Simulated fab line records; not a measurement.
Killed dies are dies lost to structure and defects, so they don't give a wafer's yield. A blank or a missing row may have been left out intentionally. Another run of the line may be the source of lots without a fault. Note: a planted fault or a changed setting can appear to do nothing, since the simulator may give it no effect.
2 desks, one fault :: flow nandHarc :: every desk sees just its own numbers, and what lay behind them comes last

METROLOGY DESK
What the gauges read, lot by lot, whatever tool the lot ran on: means of the sampled wafers that have a number. The brackets show how far a lot's mean lies from the usual mean; more than 4 standard deviations puts the lot out of limits, marked OUT.
Columns: A = cdNm at NHARC_P_GATE_CD_MEAS_11, usual 1640.2 nm
lot: L564
first seen here: day 5 02:05
A: 1642.1

lot: L565
first seen here: day 5 06:50
A: 1640.6

lot: L566
first seen here: day 5 14:23
A: 1637.9

lot: L563
first seen here: day 5 22:15
A: 1637.6

lot: L567
first seen here: day 5 22:24
A: 1641.0

lot: L568
first seen here: day 6 09:56
A: 1638.9

lot: L569
first seen here: day 6 17:28
A: 1642.6

lot: L572
first seen here: day 8 04:23
A: 1639.1

lot: L573
first seen here: day 8 23:48
A: 1638.6

lot: L577
first seen here: day 10 13:54
A: 1640.0

lot: L578
first seen here: day 10 18:10
A: 1641.5

lot: L579
first seen here: day 11 01:19
A: 1642.3

lot: L581
first seen here: day 12 02:53
A: 1637.8

lot: L585
first seen here: day 13 09:39
A: 1641.4
Result from this desk: across the 14 lots, nothing is out of limits.

THE DEFECT DESK
For each lot, the counts of the inspections along the route, averaged over the sampled wafers that have a number. The brackets show how far a lot's mean lies from the usual mean; more than 4 standard deviations puts the lot out of limits, marked OUT.
Columns: A = rawDefectCount at NHARC_P_STI_INSPECT_25, usual 192; B = rawDefectCount at NHARC_P_GATE_INSPECT_28, usual 5.7; C = rawDefectCount at NHARC_P_GATE_INSPECT_68, usual 175
lot: L564
first seen here: day 4 17:40
A: 237
B: 7.0
C: 238

lot: L565
first seen here: day 4 22:06
A: 189
B: 3.7
C: 172

lot: L566
first seen here: day 5 03:51
A: 159
B: 5.3
C: 151

lot: L563
first seen here: day 5 11:28
A: 293
B: 7.3
C: 282

lot: L567
first seen here: day 5 11:28
A: 190
B: 7.7
C: 146

lot: L568
first seen here: day 6 01:28
A: 198
B: 6.3
C: 193

lot: L569
first seen here: day 6 08:59
A: 202
B: 9.0
C: 206

lot: L572
first seen here: day 7 19:49
A: 161
B: 10.0
C: 159

lot: L573
first seen here: day 8 15:15
A: 543 (+6.4) OUT
B: 404.0 (+99 or more) OUT
C: 540 (+6.3) OUT

lot: L577
first seen here: day 10 01:58
A: 610 (+7.6) OUT
B: 425.3 (+99 or more) OUT
C: 591 (+7.2) OUT

lot: L578
first seen here: day 10 08:41
A: 223
B: 7.7
C: 212

lot: L579
first seen here: day 10 16:08
A: 139
B: 5.0
C: 128

lot: L581
first seen here: day 11 18:10
A: 249
B: 7.3
C: 261

lot: L585
first seen here: day 13 01:11
A: 208
B: 3.7
C: 184
This desk finds L573, L577 out of limits, L573 being first, at day 8 15:15 (rawDefectCount at NHARC_P_STI_INSPECT_25). L564, L565, L566, L563, L567, L568, L569, L572, L578, L579, L581, L585: within limits.

TAKEN TOGETHER
The defect desk could have raised an alarm at day 8 15:15, on L573, L577.
Nothing out of limits was seen by the metrology desk.
The metrology desk has L573, L577 on record, within its limits.
NHARC_P_STI_STRIP_24 was run on wetBench-09 by each of the lots named.

WHAT THE SIMULATOR HAD PUT IN
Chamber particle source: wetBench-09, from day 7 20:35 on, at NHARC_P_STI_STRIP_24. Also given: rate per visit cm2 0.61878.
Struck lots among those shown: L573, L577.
Hours from the fault's start to each desk's first reading out of limits: the defect desk, 19.
